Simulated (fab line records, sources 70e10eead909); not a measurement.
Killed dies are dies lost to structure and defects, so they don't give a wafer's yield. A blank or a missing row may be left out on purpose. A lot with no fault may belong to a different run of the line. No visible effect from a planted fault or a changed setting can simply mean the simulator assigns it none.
Which tool did it?    flow nand_harc    Sampling: 13 lots, 38 wafers, 4 of 1159 route steps

WHAT EACH GAUGE READ, for each wafer
The record holds no reading of a measuring or inspecting step that can be judged against a usual standard deviation.

EACH LOT AND THE TOOL THAT RAN IT (in order: tool; ch and the chambers of the sampled wafers; start)
lot   NHARC_P_CONTACT_DEP_00                      NHARC_P_CONTACT_SOFTBAKE_07        NHARC_P_CONTACT_ETCH_31                        NHARC_P_CONTACT_DEGAS_38
L585  pecvd-03 ch 0,1,2, day 5 10:00 or earlier   litho_track-01 ch 0, day 5 10:00   rie_diel-11 ch 1,2, day 5 12:17 or earlier     pvd_sputter-02, day 5 12:17
L587  pecvd-02 ch 1,2, day 6 03:00 or earlier     litho_track-01 ch 0, day 6 03:00   rie_diel-11 ch 0,2, day 6 06:11 or earlier     pvd_sputter-03, day 6 06:11
L588  pecvd-02 ch 0,2, day 6 09:00 or earlier     litho_track-06 ch 0, day 6 09:00   rie_diel-13 ch 0,2, day 6 11:20 or earlier     pvd_sputter-01, day 6 11:20
L589  pecvd-02 ch 0,1,2, day 6 18:00 or earlier   litho_track-04 ch 0, day 6 18:00   rie_diel-13 ch 1,3, day 6 21:02 or earlier     pvd_sputter-01, day 6 21:02
L591  pecvd-01 ch 0,1, day 6 19:00 or earlier     litho_track-01 ch 0, day 6 19:00   rie_diel-11 ch 1,2,3, day 6 21:40 or earlier   pvd_sputter-01, day 6 21:40
L592  pecvd-03 ch 0,1,2, day 7 07:00 or earlier   litho_track-01 ch 0, day 7 07:00   rie_diel-11 ch 0,2,3, day 7 09:53 or earlier   pvd_sputter-01, day 7 09:53
L594  pecvd-01 ch 0,1,2, day 7 14:00 or earlier   litho_track-06 ch 0, day 7 14:00   rie_diel-11 ch 1,2, day 7 16:42 or earlier     pvd_sputter-02, day 7 16:42
L599  pecvd-01 ch 0,1, day 8 21:00 or earlier     litho_track-01 ch 0, day 8 21:00   rie_diel-13 ch 1,2, day 8 23:37 or earlier     pvd_sputter-03, day 8 23:37
L604  pecvd-02 ch 1,2, day 10 04:00 or earlier    litho_track-06 ch 0, day 10 04:00  rie_diel-11 ch 0,3, day 10 06:15 or earlier    pvd_sputter-01, day 10 06:15
L605  pecvd-02 ch 0,1,2, day 10 14:00 or earlier  litho_track-06 ch 0, day 10 14:00  rie_diel-11 ch 1,2,3, day 10 16:55 or earlier  pvd_sputter-01, day 10 16:55
L606  pecvd-03 ch 0,2, day 10 15:00 or earlier    litho_track-06 ch 0, day 10 15:00  rie_diel-13 ch 0,1,2, day 10 17:40 or earlier  pvd_sputter-03, day 10 17:40
L608  pecvd-02 ch 0,1, day 11 01:00 or earlier    litho_track-04 ch 0, day 11 01:00  rie_diel-02 ch 0,1,3, day 11 03:42 or earlier  pvd_sputter-01, day 11 03:42
L607  pecvd-03 ch 0,1,2, day 11 02:00 or earlier  litho_track-01 ch 0, day 11 02:00  rie_diel-13 ch 0,1,2, day 11 04:56 or earlier  pvd_sputter-02, day 11 04:56
- NHARC_P_CONTACT_DEP_00: deposits SiO2, target thk 500 nm.
- NHARC_P_CONTACT_SOFTBAKE_07: time 55 s.
- NHARC_P_CONTACT_ETCH_31: etches the open film in CH3F/O2, target depth 30 nm, time 85.7 s.
- NHARC_P_CONTACT_DEGAS_38: time 60 s.

AS READ BY THE TOOLS THEMSELVES (means over the sampled wafers that have a number; for cases with no such wafer, the mark the record gives instead)
NHARC_P_CONTACT_DEP_00. Usual: flow_sccm 2649 sccm, standard deviation 8.3; heater_power_w 577 W, standard deviation 72; throttle_valve_pct 15.9 %, standard deviation 0.75.
lot   tool      flow_sccm (sccm)  heater_power_w (W)  throttle_valve_pct (%)  flag
L585  pecvd-03  2654              500                 16.0                    
L587  pecvd-02  2642              589                 16.6                    
L588  pecvd-02  2648              601                 16.5                    
L589  pecvd-02  2645              605                 16.7                    
L591  pecvd-01  2645              571                 15.3                    
L592  pecvd-03  2647              575                 15.6                    
L594  pecvd-01  2642              521                 15.8                    
L599  pecvd-01  2652              537                 15.0                    
L604  pecvd-02  2658              546                 15.7                    
L605  pecvd-02  2648              575                 16.3                    
L606  pecvd-03  2647              600                 15.5                    
L608  pecvd-02  2648              627                 16.7                    
L607  pecvd-03  2645              530                 15.9                    

NHARC_P_CONTACT_SOFTBAKE_07. Usual: chill_plate_temp_C 22.96 C, standard deviation 0.098; heater_power_total_W 188.46 W, standard deviation 0.14.
lot   tool            chill_plate_temp_C (C)  heater_power_total_W (W)  flag
L585  litho_track-01  22.99                   188.52                    
L587  litho_track-01  22.92                   188.41                    
L588  litho_track-06  22.91                   188.48                    
L589  litho_track-04  23.10                   188.47                    
L591  litho_track-01  22.99                   188.55                    
L592  litho_track-01  22.98                   188.34                    
L594  litho_track-06  23.15                   188.57                    
L599  litho_track-01  22.95                   188.39                    
L604  litho_track-06  22.84                   205.59                    OFF
L605  litho_track-06  22.85                   199.83                    OFF
L606  litho_track-06  23.01                   199.82                    OFF
L608  litho_track-04  23.03                   188.46                    
L607  litho_track-01  22.98                   188.48                    

NHARC_P_CONTACT_ETCH_31. Usual: drypump_motor_current_A 5.8 A, standard deviation 0.54; oes_product_au 0.986 a.u., standard deviation 0.011; rf_vpp_V 245.0 V, standard deviation 1.5; showerhead_plenum_p_Torr 2.51 Torr, standard deviation 0.097; throttle_valve_pct 20.661 %, standard deviation 0.0095.
lot   tool         drypump_motor_current_A (A)  oes_product_au (a.u.)  rf_vpp_V (V)  showerhead_plenum_p_Torr (Torr)  throttle_valve_pct (%)  flag
L585  rie_diel-11  5.5                          0.994                  244.3         2.45                             20.668                  
L587  rie_diel-11  5.7                          0.991                  242.8         2.43                             20.663                  
L588  rie_diel-13  6.1                          0.977                  246.3         2.61                             20.646                  
L589  rie_diel-13  5.2                          0.990                  244.8         2.47                             20.659                  
L591  rie_diel-11  5.8                          0.986                  244.7         2.47                             20.663                  
L592  rie_diel-11  6.0                          0.996                  244.0         2.45                             20.667                  
L594  rie_diel-11  5.7                          0.996                  245.9         2.51                             20.656                  
L599  rie_diel-13  5.8                          0.994                  246.1         2.62                             20.669                  
L604  rie_diel-11  6.4                          1.001                  244.4         2.48                             20.664                  
L605  rie_diel-11  5.8                          0.981                  244.6         2.47                             20.659                  
L606  rie_diel-13  5.8                          0.978                  245.3         2.61                             20.659                  
L608  rie_diel-02  5.5                          0.978                  245.2         2.49                             20.669                  
L607  rie_diel-13  5.8                          0.981                  246.4         2.61                             20.657                  

NHARC_P_CONTACT_DEGAS_38. Usual: 471 W for heater_power_w, sd 55.
lot   tool            heater_power_w (W)  flag
L585  pvd_sputter-02  425                 
L587  pvd_sputter-03  477                 
L588  pvd_sputter-01  499                 
L589  pvd_sputter-01  495                 
L591  pvd_sputter-01  501                 
L592  pvd_sputter-01  495                 
L594  pvd_sputter-02  487                 
L599  pvd_sputter-03  469                 
L604  pvd_sputter-01  488                 
L605  pvd_sputter-01  494                 
L606  pvd_sputter-03  417                 
L608  pvd_sputter-01  469                 
L607  pvd_sputter-02  463                 

THE ANSWER, worked out from the rows above alone
Rule: a lot counts as off when the mean over its wafers that have a number is more than 3 standard deviations away from the usual mean. Also off: a lot with no number at a reading for which 4 or more lots have one. The other lots that the step has rows for count as sound. Order of review: gauges by route order, followed by the tools' own readings, for which a lot's mean as printed above is used. The first step at which some lot is off is used, and at that step the reading that is off furthest; a lot without a number counts as furthest.
Off: L604, L605, L606, at NHARC_P_CONTACT_SOFTBAKE_07 (heater_power_total_W).
If a tool, at that step or one of the process steps before it, ran each lot that is off and ran no sound lot following the first of them, it fits. NHARC_P_CONTACT_DEP_00: start missing for some lots; hours and lot order therefore follow NHARC_P_CONTACT_SOFTBAKE_07. One fits: litho_track-06 at NHARC_P_CONTACT_SOFTBAKE_07. Its last sound lot is L594 (day 7 14:00), its first lot that is off L604 (day 10 04:00): a fault that began between those two fits.
The tool's own readings at NHARC_P_CONTACT_SOFTBAKE_07 bear it out: on the lots that are off they differ by more than 5 times the standard deviation of the sound lots' means. heater_power_total_W reads 201.75 W there against 188.47 W on the sound lots.

WHAT THE SIMULATOR PUT IN
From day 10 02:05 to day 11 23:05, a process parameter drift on litho_track-06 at NHARC_P_CONTACT_SOFTBAKE_07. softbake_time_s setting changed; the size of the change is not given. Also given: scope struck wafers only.
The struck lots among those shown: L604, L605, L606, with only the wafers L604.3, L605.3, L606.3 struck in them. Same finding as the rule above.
